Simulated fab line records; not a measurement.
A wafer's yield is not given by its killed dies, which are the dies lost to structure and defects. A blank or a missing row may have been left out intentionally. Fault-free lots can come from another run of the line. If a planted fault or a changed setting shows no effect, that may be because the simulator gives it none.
fab line records	flow nand-harc
record: lots: 13	wafers: 39	last-day: 33
route steps=1302 shown A_BONDPAD@1215 THIN_TSV@1265 END@1302
lots untouched by any fault: they come from a run of this same line in which no faults occurred
start-h: hours from the record's opening day to when the first of the lot's shown wafers began	wait-h: hours since the lot's step before	" identical to the entry in the row above	L1.1+2: one row covering several wafers at once	- value missing, or start not given	* or withheld: withheld	< > ~ a bound
route shown NAME@n: NAME is a module with steps in the file, n the number in the route of the first one	usual: mean/standard deviation of fault-free wafers	same: alike in all rows	chamber/n: place in a boat	sites: the reading at each site	_std_site: how widely they spread, as a standard deviation	_edge_site: the outer-site mean with the inner-site mean subtracted	radius-mm: how far each site lies from the wafer's centre	mask NAME#n: copy n	behind: the last tool/chamber to shape the wafer	hold: reason for holding the lot/hours on hold/outcome of the hold	device: the n, p or np transistor that did not switch	end of line: the same wafers' tests at the end of the route	where a step has no rows: the recipe by itself	killed: dies lost to structure and defects at the first sort, not the wafer's yield	map: a wafer's dies, x killed, . not, _ none there
set.NAME: the setting that was run; set.NAME@STEP: the one run at that earlier step	model.NAME: the simulator's own value behind a step, which no gauge read
a sample of lots followed through the steps of the route, with each step as a table and each wafer as a row
services: when a tool's chamber went out of use (start-h, in hours from the record's first day, below 0 if earlier), for how many hours, and the reason
== steps ==
step: NHARC_A_BONDPAD_CD_MEAS_09
recipe: target-cd-nm: 500	landing-energy-ev: 500
usual: cd-nm: 500.2/1.7
lot.wafer	tool	chamber	start-h	wait-h	cd-nm
L800.1	cd-sem-03	0	547.05	-	501.7
L800.3	"	0	"	"	501.3
L800.4	"	0	"	"	499.5
L798.1	cd-sem-03	0	558.53	-	503.8
L798.5	"	0	"	"	502.2
L798.6	"	0	"	"	503.2
L803.3	cd-sem-03	0	574.64	-	500.7
L803.4	"	0	"	"	501.0
L803.6	"	0	"	"	500.8
L804.1	cd-sem-03	0	575.09	-	499.6
L804.5	"	0	"	"	502.4
L804.6	"	0	"	"	497.6
L806.1	cd-sem-02	0	601.25	-	497.5
L806.3	"	0	"	"	498.8
L806.6	"	0	"	"	501.5
L813.1	cd-sem-03	0	672.92	-	499.7
L813.2	"	0	"	"	498.9
L813.4	"	0	"	"	501.0
L815.2	cd-sem-02	0	687.82	-	499.0
L815.3	"	0	"	"	500.3
L815.4	"	0	"	"	499.5
L816.1	cd-sem-01	0	704.86	-	500.7
L816.3	"	0	"	"	500.0
L816.6	"	0	"	"	498.6
L817.4	cd-sem-01	0	711.81	-	498.8
L817.5	"	0	"	"	500.3
L817.6	"	0	"	"	499.8
L818.1	cd-sem-01	0	732.24	-	502.1
L818.2	"	0	"	"	501.7
L818.4	"	0	"	"	503.0
L819.1	cd-sem-02	0	734.08	-	498.6
L819.3	"	0	"	"	500.0
L819.4	"	0	"	"	499.7
L820.1	cd-sem-02	0	744.34	-	500.0
L820.3	"	0	"	"	499.8
L820.5	"	0	"	"	500.4
L821.3	cd-sem-02	0	758.54	-	501.4
L821.4	"	0	"	"	502.0
L821.5	"	0	"	"	498.0
step: NHARC_A_BONDPAD_PRE_CLEAN_26
recipe: time-s: 30	temp-c: 280	gas: H2/He
usual: heater-power-w: 411/31
lot.wafer	tool	chamber	start-h	wait-h	heater-power-w
L800.3	pvd-sputter-02	-	-	-	392
L800.4	"	-	"	"	406
L800.1	"	-	"	"	376
L798.1	pvd-sputter-02	-	-	-	411
L798.5	"	-	"	"	401
L798.6	"	-	"	"	390
L803.4	pvd-sputter-03	-	-	-	424
L803.3	"	-	"	"	377
L803.6	"	-	"	"	440
L804.1	pvd-sputter-02	-	-	-	422
L804.5	"	-	"	"	396
L804.6	"	-	"	"	417
L806.3	pvd-sputter-03	-	-	-	420
L806.1	"	-	"	"	425
L806.6	"	-	"	"	370
L813.4	pvd-sputter-02	-	-	-	415
L813.1	"	-	"	"	446
L813.2	"	-	"	"	361
L815.4	pvd-sputter-01	-	-	-	483
L815.3	"	-	"	"	436
L815.2	"	-	"	"	362
L816.3	pvd-sputter-02	-	-	-	426
L816.1	"	-	"	"	370
L816.6	"	-	"	"	404
L817.4	pvd-sputter-02	-	-	-	364
L817.5	"	-	"	"	429
L817.6	"	-	"	"	451
L818.1	pvd-sputter-01	-	-	-	360
L818.4	"	-	"	"	476
L818.2	"	-	"	"	438
L819.4	pvd-sputter-03	-	-	-	432
L819.1	"	-	"	"	443
L819.3	"	-	"	"	397
L820.1	pvd-sputter-01	-	-	-	383
L820.3	"	-	"	"	465
L820.5	"	-	"	"	396
L821.4	pvd-sputter-02	-	-	-	350
L821.3	"	-	"	"	426
L821.5	"	-	"	"	380
step: NHARC_THIN_TSV_STRIP_45
recipe: power-w: 1500	temp-c: 250	chemistry: O2
usual: drypump-motor-current-A: 5.6/0.45	heater-power-w: 314/26
lot.wafer	tool	chamber	start-h	wait-h	drypump-motor-current-A	heater-power-w	rf-hours-counter-h
L800.1	plasma-asher-01	1	564.16	0.1	5.1	294	7
L800.3	"	1	"	"	5.1	285	-
L800.4	"	0	"	"	5.6	304	-
L798.1	plasma-asher-01	1	576.33	0.1	5.1	297	10
L798.6	"	0	"	"	5.6	304	-
L798.5	"	1	"	"	5.1	295	-
L804.1	plasma-asher-02	1	591.21	0.1	6.2	351	33
L804.6	"	1	"	"	6.2	353	-
L804.5	"	0	"	"	6.1	329	-
L803.4	plasma-asher-01	1	592.49	0.2	5.1	285	-
L803.3	"	0	"	"	5.6	294	-
L803.6	"	0	"	"	5.6	305	-
L806.1	plasma-asher-01	1	617.34	0.1	5.1	294	18
L806.3	"	0	"	"	5.6	305	-
L806.6	"	0	"	"	5.6	304	-
L813.2	plasma-asher-01	1	688.11	0.1	5.1	296	33
L813.1	"	0	"	"	5.6	302	33
L813.4	"	0	"	"	5.6	297	-
L815.2	plasma-asher-02	0	704.78	0.6	6.1	315	21
L815.3	"	1	"	"	6.2	374	-
L815.4	"	0	"	"	6.1	315	-
L816.1	plasma-asher-02	0	721.16	0.1	6.1	321	24
L816.3	"	0	"	"	6.1	311	-
L816.6	"	0	"	"	6.1	318	-
L817.4	plasma-asher-01	1	727.61	0.2	5.1	286	-
L817.6	"	1	"	"	5.1	289	-
L817.5	"	0	"	"	5.6	317	-
L818.1	plasma-asher-01	0	751.06	0.1	5.6	309	8
L818.2	"	1	"	"	5.1	294	8
L818.4	"	1	"	"	5.1	293	-
L819.1	plasma-asher-01	1	757.28	0.1	5.1	293	10
L819.4	"	0	"	"	5.7	302	-
L819.3	"	1	"	"	5.1	285	-
L820.1	plasma-asher-02	1	760.88	0.1	6.2	372	32
L820.3	"	1	"	"	6.2	369	-
L820.5	"	0	"	"	6.2	317	-
L821.4	plasma-asher-02	0	773.34	0.2	6.1	319	-
L821.3	"	1	"	"	6.2	373	-
L821.5	"	0	"	"	6.1	306	-
step: NHARC_THIN_TSV_ETCHBACK_48
recipe: target-depth-a: 10285	over-etch-frac: 0.3	time-s: 405.17	ion-energy-ev: 250	c4f8-flow-sccm: withheld	ar-flow-sccm: withheld	rf-w: 600	bias-w: 300	chemistry: C4F8/Ar
usual: bias-w: 299.9/0.85	chamber-pressure-mTorr: 25.002/0.023	oes-product-au: 0.937/0.029	rf-vpp-V: 545.5/2.3
lot.wafer	tool	chamber	start-h	wait-h	bias-w	chamber-pressure-mTorr	oes-product-au	rf-hours-counter-h	rf-vpp-V
L800.3	rie-diel-13	2	565.36	-	301.8	25.020	0.914	1.9	543.9
L800.1	"	0	"	"	299.7	25.013	0.913	1.9	542.2
L800.4	"	1	"	"	300.1	24.982	0.934	1.9	543.8
L798.1	rie-diel-03	1	577.59	-	300.3	25.016	0.924	5.7	543.0
L798.5	"	2	"	"	300.9	25.007	0.937	-	549.7
L798.6	"	3	"	"	299.6	24.993	0.931	-	543.6
L804.1	rie-diel-02	2	592.44	-	300.4	25.006	0.989	0.4	547.4
L804.6	"	1	"	"	300.1	25.006	1.010	-	544.4
L804.5	"	2	"	"	300.8	24.987	0.990	-	547.7
L803.3	rie-diel-03	3	593.64	-	300.4	25.027	0.930	8.5	544.4
L803.4	"	1	"	"	300.6	25.027	0.920	7.8	543.1
L803.6	"	2	"	"	300.3	24.998	0.928	-	549.3
L806.3	rie-diel-13	2	618.54	-	300.4	25.012	0.918	4.1	544.3
L806.1	"	3	"	"	302.4	24.963	0.920	4.4	548.7
L806.6	"	3	"	"	301.3	24.962	0.923	-	547.1
L813.4	rie-diel-02	3	689.31	-	-	-	-	-	-
L813.2	"	0	"	"	-	-	-	-	-
L813.1	"	2	"	"	-	-	-	-	-
L815.3	rie-diel-13	2	705.97	-	-	-	-	-	-
L815.4	"	3	"	"	-	-	-	-	-
L815.2	"	0	"	"	-	-	-	-	-
L816.3	rie-diel-02	3	722.36	-	299.5	25.016	0.940	7.7	543.6
L816.1	"	2	"	"	299.4	24.976	0.927	9.1	548.4
L816.6	"	3	"	"	299.1	25.091	0.935	-	543.9
L817.4	rie-diel-03	2	728.75	-	299.1	25.039	0.938	7.1	547.5
L817.6	"	1	"	"	298.5	24.982	0.925	-	542.2
L817.5	"	2	"	"	299.4	25.020	0.931	-	547.8
L818.1	rie-diel-13	2	752.27	-	300.0	25.016	0.929	2.8	545.2
L818.2	"	3	"	"	300.0	24.988	0.924	2.7	549.3
L818.4	"	0	"	"	300.5	25.045	0.930	2.5	541.6
L819.1	rie-diel-13	2	758.43	-	299.3	25.014	0.926	3.5	544.7
L819.3	"	0	"	"	299.3	25.022	0.917	3.0	542.2
L819.4	"	1	"	"	298.5	24.973	0.907	2.4	542.8
L820.3	rie-diel-02	2	762.03	-	299.6	24.983	0.977	0.3	547.6
L820.1	"	1	"	"	298.7	25.005	0.986	0.6	546.1
L820.5	"	2	"	"	299.9	24.991	0.962	-	546.8
L821.4	rie-diel-03	3	774.48	-	299.5	25.001	0.931	9.1	545.6
L821.3	"	1	"	"	299.5	24.969	0.930	10.2	542.8
L821.5	"	0	"	"	299.8	25.007	0.907	-	544.5
step: NHARC_END_SORT_01
recipe: temp-c: 25
usual: defect-limited-yield: 90.7/2.9	killed-at-array: 58/20	killed-at-other: 1.0/1.2	killed-at-periphery: 4.1/3	killed-dies: 63/20	killed-open: 3.2/1.7	killed-short: 2.5/1.5
same: gross-dies: 677
lot.wafer	tool	chamber	start-h	wait-h	hold	defect-limited-yield[%]	killed-at-array	killed-at-other	killed-at-periphery	killed-dies	killed-open	killed-short
L800.1	prober-02	0	579.65	2.5	-	97.0	17	1	2	20	2	4
L800.3	prober-02	0	581.26	3.1	-	95.3	30	1	1	32	4	4
L800.4	prober-02	0	582.07	3.4	-	96.9	18	1	2	21	4	2
L798.1	prober-02	0	591.29	2.5	-	91.4	56	1	1	58	1	3
L798.5	prober-02	0	594.46	3.7	-	89.5	67	2	2	71	4	1
L798.6	prober-02	0	595.25	4.0	-	90.0	65	0	3	68	0	1
L804.1	prober-02	0	605.02	2.5	-	95.3	29	2	1	32	1	4
L804.5	prober-02	0	608.20	3.7	-	95.4	28	1	2	31	4	4
L804.6	prober-02	0	608.99	4.0	-	95.7	21	1	7	29	9	2
L803.3	prober-01	0	609.46	3.1	-	83.6	102	1	8	111	4	2
L803.4	prober-01	0	610.27	3.4	-	87.7	79	2	2	83	2	2
L803.6	prober-01	0	611.88	4.0	-	86.3	82	4	7	93	5	2
L806.1	prober-01	0	632.55	2.5	-	87.6	82	0	2	84	6	4
L806.3	prober-01	0	634.16	3.1	-	87.9	76	0	6	82	5	5
L806.6	prober-01	0	636.57	4.0	-	87.4	84	0	1	85	1	3
L813.1	prober-02	0	700.69	2.5	await-dispo/12.5h/scrap	0	64	608	5	677	3	3
L813.2	prober-02	0	701.51	2.8	await-dispo/12.5h/scrap	0	73	598	6	677	4	2
L813.4	prober-02	0	703.15	3.5	await-dispo/12.5h/scrap	0	64	607	6	677	3	2
L816.1	prober-02	0	735.06	2.5	-	89.1	72	1	1	74	4	1
L816.3	prober-02	0	736.68	3.1	-	89.2	70	0	3	73	4	7
L816.6	prober-02	0	739.10	4.0	-	91.1	57	0	3	60	3	3
L817.4	prober-01	0	744.04	3.4	-	86.3	89	0	4	93	5	4
L817.5	prober-01	0	744.84	3.7	-	89.5	67	3	1	71	1	4
L817.6	prober-01	0	745.63	4.0	-	87.9	77	2	3	82	5	2
L818.1	prober-02	0	768.43	2.5	-	87.1	75	4	8	87	1	3
L818.2	prober-02	0	769.23	2.8	-	86.9	82	1	6	89	4	2
L818.4	prober-02	0	770.84	3.4	-	87.1	78	3	6	87	2	0
L819.1	prober-01	0	768.51	2.6	-	89.7	64	2	4	70	4	2
L819.3	prober-01	0	770.13	3.2	-	91.6	52	0	5	57	4	4
L819.4	prober-01	0	770.94	3.5	-	92.0	48	3	3	54	4	1
L820.1	prober-02	0	776.25	2.5	-	90.4	61	1	3	65	3	2
L820.3	prober-02	0	777.89	3.1	-	88.9	69	0	6	75	4	0
L820.5	prober-02	0	779.52	3.8	-	91.3	57	1	1	59	4	4
L821.3	prober-02	0	787.70	3.1	-	92.8	46	0	3	49	2	1
L821.4	prober-02	0	788.51	3.4	-	93.4	41	2	2	45	3	0
L821.5	prober-02	0	789.31	3.7	-	93.2	44	2	0	46	2	5
killed by level:class
L800.1 A_CHANNEL_HOLE_D2:chamber-film-flake=6 A_SOURCE_PLATE:geometric-particle:short=2 A_SOURCE_PLATE:geometric-particle:open=2 A_CHANNEL_HOLE_D1:chamber-film-flake=2 A_M1:chamber-film-flake=2 P_GATE:geometric-particle:short=1 A_CHANNEL_HOLE_D2:geometric-particle:short=1 P_STI:chamber-film-flake=1
L800.3 A_CHANNEL_HOLE_D2:chamber-film-flake=11 A_CHANNEL_HOLE_D1:chamber-film-flake=3 A_M0:geometric-particle:short=2 A_DECK1_JOINT:chamber-film-flake=2 A_SLIT:chamber-film-flake=2 A_CONTACT:chamber-film-flake=2 A_M0:chamber-film-flake=2 P_M2:geometric-particle:open=1
L800.4 A_CHANNEL_HOLE_D2:chamber-film-flake=7 A_CONTACT:chamber-film-flake=4 A_CONTACT:geometric-particle:open=2 P_GATE:geometric-particle:open=1 P_GATE:geometric-particle:short=1 A_M0:geometric-particle:open=1 STARTING-WAFER:geometric-particle:short=1 A_CHANNEL_HOLE_D1:chamber-film-flake=1
L798.1 A_SLIT:chamber-film-flake=25 A_CHANNEL_HOLE_D1:chamber-film-flake=19 A_CHANNEL_HOLE_D2:chamber-film-flake=5 A_CONTACT:chamber-film-flake=2 A_ONON_D1:geometric-particle:short=1 A_CHANNEL_HOLE_D1:geometric-particle:short=1 A_CHANNEL_FILL_D2:geometric-particle:short=1 P_STI:chamber-film-flake=1
L798.5 A_CHANNEL_HOLE_D1:chamber-film-flake=26 A_SLIT:chamber-film-flake=24 A_CHANNEL_HOLE_D2:chamber-film-flake=9 A_CONTACT:chamber-film-flake=3 THIN_TSV:chamber-film-flake=2 P_M0:geometric-particle:open=1 A_CHANNEL_HOLE_D1:geometric-particle:open=1 A_CHANNEL_FILL_D1:geometric-particle:open=1
L798.6 A_SLIT:chamber-film-flake=26 A_CHANNEL_HOLE_D1:chamber-film-flake=21 A_CHANNEL_HOLE_D2:chamber-film-flake=15 P_STI:chamber-film-flake=2 A_WL_FILL:geometric-particle:short=1 P_GATE:chamber-film-flake=1 A_STAIRCASE:chamber-film-flake=1 A_SGD_CUT:chamber-film-flake=1
L804.1 A_CHANNEL_HOLE_D2:chamber-film-flake=12 A_CONTACT:chamber-film-flake=9 A_CHANNEL_HOLE_D1:chamber-film-flake=3 THIN_TSV:chamber-film-flake=2 A_ONON_D2:geometric-particle:short=1 A_WL_FILL:geometric-particle:short=1 A_M0:geometric-particle:open=1 A_M0:geometric-particle:short=1
L804.5 A_CHANNEL_HOLE_D2:chamber-film-flake=9 A_CONTACT:chamber-film-flake=7 A_CHANNEL_HOLE_D1:chamber-film-flake=2 P_M0:geometric-particle:open=1 A_DECK1_JOINT:geometric-particle:short=1 A_CHANNEL_FILL_D2:geometric-particle:open=1 A_CHANNEL_FILL_D2:geometric-particle:short=1 A_SGD_CUT:geometric-particle:short=1
L804.6 A_CHANNEL_HOLE_D2:chamber-film-flake=9 P_CONTACT:geometric-particle:open=3 A_CHANNEL_HOLE_D1:chamber-film-flake=3 P_M0:geometric-particle:open=2 A_M0:geometric-particle:open=2 A_CONTACT:chamber-film-flake=2 A_CHANNEL_FILL_D1:geometric-particle:short=1 A_ONON_D2:geometric-particle:open=1
L803.3 A_SLIT:chamber-film-flake=39 A_CHANNEL_HOLE_D1:chamber-film-flake=31 A_CHANNEL_HOLE_D2:chamber-film-flake=24 P_BONDPAD:chamber-film-flake=3 A_ZERO_WELL:chamber-film-flake=3 P_M1:geometric-particle:open=2 P_CONTACT:geometric-particle:short=1 A_SOURCE_PLATE:geometric-particle:short=1
L803.4 A_SLIT:chamber-film-flake=30 A_CHANNEL_HOLE_D2:chamber-film-flake=22 A_CHANNEL_HOLE_D1:chamber-film-flake=17 A_STAIRCASE:chamber-film-flake=3 A_CONTACT:chamber-film-flake=2 THIN_TSV:chamber-film-flake=2 P_M0:geometric-particle:short=1 A_ONON_D1:geometric-particle:open=1
L803.6 A_SLIT:chamber-film-flake=29 A_CHANNEL_HOLE_D2:chamber-film-flake=21 A_CHANNEL_HOLE_D1:chamber-film-flake=21 THIN_TSV:chamber-film-flake=4 P_STI:chamber-film-flake=2 P_M2:chamber-film-flake=2 P_BONDPAD:chamber-film-flake=2 A_SGD_CUT:chamber-film-flake=2
L806.1 A_SLIT:chamber-film-flake=36 A_CHANNEL_HOLE_D2:chamber-film-flake=23 A_M0:geometric-particle:open=2 A_CHANNEL_FILL_D1:chamber-film-flake=2 A_STAIRCASE:chamber-film-flake=2 A_CHANNEL_FILL_D2:chamber-film-flake=2 A_WL_FILL:chamber-film-flake=2 A_CONTACT:chamber-film-flake=2
L806.3 A_SLIT:chamber-film-flake=29 A_CHANNEL_HOLE_D2:chamber-film-flake=28 A_CHANNEL_HOLE_D1:chamber-film-flake=3 A_BONDPAD:chamber-film-flake=3 A_ONON_D1:geometric-particle:open=2 A_CHANNEL_FILL_D2:geometric-particle:short=2 P_STI:chamber-film-flake=2 A_STAIRCASE:chamber-film-flake=2
L806.6 A_SLIT:chamber-film-flake=32 A_CHANNEL_HOLE_D2:chamber-film-flake=31 A_CHANNEL_HOLE_D1:chamber-film-flake=3 A_CHANNEL_FILL_D1:chamber-film-flake=3 A_STAIRCASE:chamber-film-flake=3 A_CONTACT:chamber-film-flake=3 A_CHANNEL_FILL_D2:chamber-film-flake=2 A_ONON_D2:geometric-particle:short=1
L813.1 THIN_TSV:area-etchback=608 A_CHANNEL_HOLE_D1:chamber-film-flake=24 A_CHANNEL_HOLE_D2:chamber-film-flake=21 A_CHANNEL_FILL_D2:chamber-film-flake=4 A_CONTACT:chamber-film-flake=3 A_CHANNEL_FILL_D2:geometric-particle:open=2 A_WL_FILL:geometric-particle:short=2 P_ZERO_WELL:chamber-film-flake=2
L813.2 THIN_TSV:area-etchback=598 A_CHANNEL_HOLE_D1:chamber-film-flake=34 A_CHANNEL_HOLE_D2:chamber-film-flake=21 P_M2:chamber-film-flake=5 A_CONTACT:chamber-film-flake=4 A_CHANNEL_FILL_D2:geometric-particle:open=3 A_SLIT:chamber-film-flake=3 A_WL_FILL:chamber-film-flake=2
L813.4 THIN_TSV:area-etchback=607 A_CHANNEL_HOLE_D1:chamber-film-flake=26 A_CHANNEL_HOLE_D2:chamber-film-flake=19 A_CONTACT:chamber-film-flake=8 P_M2:chamber-film-flake=4 A_STAIRCASE:chamber-film-flake=2 A_SLIT:chamber-film-flake=2 P_M0:geometric-particle:open=1
L816.1 A_SLIT:chamber-film-flake=37 A_CHANNEL_HOLE_D1:chamber-film-flake=17 A_CONTACT:chamber-film-flake=7 A_DECK1_JOINT:chamber-film-flake=2 A_ONON_D2:geometric-particle:open=1 A_SGD_CUT:geometric-particle:open=1 A_WL_FILL:geometric-particle:short=1 A_BLC:geometric-particle:open=1
L816.3 A_SLIT:chamber-film-flake=39 A_CHANNEL_HOLE_D1:chamber-film-flake=14 A_CONTACT:chamber-film-flake=4 A_M0:geometric-particle:short=3 A_ONON_D1:geometric-particle:open=2 A_WL_FILL:chamber-film-flake=2 P_GATE:geometric-particle:short=1 P_CONTACT:geometric-particle:short=1
L816.6 A_SLIT:chamber-film-flake=27 A_CHANNEL_HOLE_D1:chamber-film-flake=13 A_CONTACT:chamber-film-flake=8 A_STAIRCASE:chamber-film-flake=2 A_WL_FILL:chamber-film-flake=2 P_CONTACT:geometric-particle:short=1 P_M2:geometric-particle:open=1 A_CHANNEL_FILL_D1:geometric-particle:open=1
L817.4 A_CHANNEL_HOLE_D2:chamber-film-flake=32 A_CHANNEL_HOLE_D1:chamber-film-flake=29 A_SLIT:chamber-film-flake=13 A_CONTACT:chamber-film-flake=4 P_GATE:chamber-film-flake=3 A_CHANNEL_FILL_D1:geometric-particle:short=2 A_WL_FILL:geometric-particle:short=2 P_CONTACT:geometric-particle:open=1
L817.5 A_CHANNEL_HOLE_D1:chamber-film-flake=23 A_CHANNEL_HOLE_D2:chamber-film-flake=22 A_SLIT:chamber-film-flake=9 A_CONTACT:chamber-film-flake=7 THIN_TSV:chamber-film-flake=3 A_WL_FILL:geometric-particle:short=2 A_M0:geometric-particle:open=1 A_M0:geometric-particle:short=1
L817.6 A_CHANNEL_HOLE_D1:chamber-film-flake=31 A_CHANNEL_HOLE_D2:chamber-film-flake=27 A_SLIT:chamber-film-flake=8 A_CONTACT:chamber-film-flake=4 A_CHANNEL_FILL_D1:geometric-particle:short=2 P_GATE:chamber-film-flake=2 THIN_TSV:chamber-film-flake=2 P_M1:geometric-particle:open=1
L818.1 A_SLIT:chamber-film-flake=34 A_CHANNEL_HOLE_D2:chamber-film-flake=27 P_GATE:chamber-film-flake=4 P_M1:chamber-film-flake=4 THIN_TSV:chamber-film-flake=4 A_CHANNEL_HOLE_D1:unspecified=2 A_STAIRCASE:chamber-film-flake=2 A_CHANNEL_HOLE_D1:geometric-particle:short=1
L819.1 A_SLIT:chamber-film-flake=36 A_CHANNEL_HOLE_D1:chamber-film-flake=20 P_M1:chamber-film-flake=2 THIN_TSV:chamber-film-flake=2 P_CONTACT:geometric-particle:open=1 P_M0:geometric-particle:open=1 A_CHANNEL_FILL_D1:geometric-particle:short=1 A_DECK1_JOINT:geometric-particle:short=1
L818.2 A_SLIT:chamber-film-flake=36 A_CHANNEL_HOLE_D2:chamber-film-flake=35 P_M1:chamber-film-flake=3 A_CHANNEL_FILL_D1:chamber-film-flake=2 P_GATE:geometric-particle:open=1 A_DECK1_JOINT:geometric-particle:open=1 A_ONON_D2:geometric-particle:short=1 A_CHANNEL_FILL_D2:geometric-particle:open=1
L819.3 A_SLIT:chamber-film-flake=36 A_CHANNEL_HOLE_D1:chamber-film-flake=8 P_M1:chamber-film-flake=4 A_ONON_D2:geometric-particle:short=2 P_GATE:geometric-particle:short=1 A_CHANNEL_FILL_D1:geometric-particle:open=1 A_CHANNEL_FILL_D2:geometric-particle:open=1 A_SLIT:geometric-particle:open=1
L818.4 A_SLIT:chamber-film-flake=39 A_CHANNEL_HOLE_D2:chamber-film-flake=29 P_M1:chamber-film-flake=5 A_CONTACT:chamber-film-flake=4 THIN_TSV:chamber-film-flake=3 P_GATE:geometric-particle:open=1 A_CHANNEL_FILL_D2:geometric-particle:open=1 A_CHANNEL_HOLE_D1:unspecified=1
L819.4 A_SLIT:chamber-film-flake=24 A_CHANNEL_HOLE_D1:chamber-film-flake=17 A_CHANNEL_HOLE_D2:geometric-particle:open=2 P_M1:chamber-film-flake=2 A_M1:chamber-film-flake=2 THIN_TSV:chamber-film-flake=2 P_GATE:geometric-particle:open=1 A_M0:geometric-particle:open=1
L820.1 A_CHANNEL_HOLE_D2:chamber-film-flake=24 A_CHANNEL_HOLE_D1:chamber-film-flake=15 A_SLIT:chamber-film-flake=6 A_CONTACT:chamber-film-flake=5 A_SGD_CUT:chamber-film-flake=3 P_GATE:chamber-film-flake=2 A_STAIRCASE:chamber-film-flake=2 P_M0:geometric-particle:open=1
L820.3 A_CHANNEL_HOLE_D2:chamber-film-flake=32 A_CHANNEL_HOLE_D1:chamber-film-flake=19 A_SLIT:chamber-film-flake=8 A_CONTACT:chamber-film-flake=6 P_GATE:chamber-film-flake=2 A_SGD_CUT:chamber-film-flake=2 P_STI:geometric-particle:open=1 P_CONTACT:geometric-particle:open=1
L820.5 A_CHANNEL_HOLE_D2:chamber-film-flake=23 A_CHANNEL_HOLE_D1:chamber-film-flake=13 A_SLIT:chamber-film-flake=7 A_CONTACT:chamber-film-flake=6 A_DECK1_JOINT:geometric-particle:short=2 P_CONTACT:geometric-particle:open=1 A_CHANNEL_FILL_D1:geometric-particle:short=1 A_ONON_D2:geometric-particle:open=1
L821.3 A_SLIT:chamber-film-flake=37 A_CONTACT:chamber-film-flake=3 A_DECK1_JOINT:chamber-film-flake=2 A_CHANNEL_HOLE_D2:chamber-film-flake=2 P_M1:geometric-particle:short=1 A_CHANNEL_FILL_D1:geometric-particle:open=1 A_M0:geometric-particle:open=1 P_STI:chamber-film-flake=1
L821.4 A_SLIT:chamber-film-flake=31 A_CONTACT:chamber-film-flake=5 P_M2:chamber-film-flake=2 A_ONON_D1:geometric-particle:open=1 A_CHANNEL_HOLE_D1:geometric-particle:open=1 A_CHANNEL_FILL_D1:geometric-particle:open=1 A_DECK1_JOINT:chamber-film-flake=1 A_STAIRCASE:chamber-film-flake=1
L821.5 A_SLIT:chamber-film-flake=34 A_DECK1_JOINT:geometric-particle:short=2 A_WL_FILL:geometric-particle:short=2 A_CONTACT:chamber-film-flake=2 A_ONON_D1:geometric-particle:short=1 A_ONON_D2:geometric-particle:open=1 STARTING-WAFER:geometric-particle:open=1 A_ZERO_WELL:chamber-film-flake=1
== services ==
tool	chamber	start-h	hours	kind
pvd-sputter-03	-	533.81	10.0	pm
rie-diel-03	3	534.76	4.0	repair
rie-diel-02	-	536.37	0.2	repair
rie-diel-02	-	538.10	0.6	repair
rie-diel-02	2	554.71	12.9	repair
pvd-sputter-03	-	558.79	1.7	repair
rie-diel-02	-	570.70	9.0	pm
pvd-sputter-01	-	582.00	10.0	pm
pvd-sputter-03	-	599.04	1.9	repair
plasma-asher-02	-	603.00	9.0	pm
rie-diel-03	-	635.30	9.0	pm
pvd-sputter-02	-	638.00	10.0	pm
rie-diel-02	1	651.74	7.4	repair
pvd-sputter-03	-	656.29	9.2	repair
rie-diel-13	-	696.00	9.0	pm
plasma-asher-01	-	696.15	9.0	pm
pvd-sputter-03	-	711.81	10.0	pm
rie-diel-13	1	712.03	11.7	repair
pvd-sputter-02	-	725.26	8.4	repair
rie-diel-03	-	732.67	0.6	repair
plasma-asher-01	-	746.43	0.5	repair
rie-diel-02	-	747.70	9.0	pm
plasma-asher-02	-	751.58	6.0	repair
rie-diel-02	3	766.78	8.8	repair
== key ==
first-sign: step: NHARC_THIN_TSV_ETCHBACK_48	reading: tool-record	direction: missing
effect: step: NHARC_END_SORT_01	reading: defect-limited-yield	direction: down	sigmas: 31	usual: 90.7	struck: 0
more-kills-born-at: NHARC_THIN_TSV_ETCHBACK_48@rie-diel-02: 1813
met-at NHARC_THIN_TSV_ETCHBACK_48
struck-lots L813,L815
later-rows-left-out L813.1,L813.2,L813.4,L815.2,L815.3,L815.4
sort-left-out L815.2,L815.3,L815.4
not-acting-at NHARC_A_BONDPAD_CD_MEAS_09,NHARC_A_BONDPAD_PRE_CLEAN_26,NHARC_THIN_TSV_STRIP_45
onset-between 618.54 689.31
fault: kind: skipped-step-whole	tool: rie-diel-02,rie-diel-13	chamber: -	onset-h: 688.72	steps: NHARC_THIN_TSV_ETCHBACK_48	scope: struck-lots-only
sort-left-out: the simulated sort isn't trusted on such a fault, so these wafers' sort isn't shown, and their yield isn't known
later-rows-left-out: the simulator's readings of these wafers behind a module that went badly wrong aren't trusted and aren't shown, but for the sort
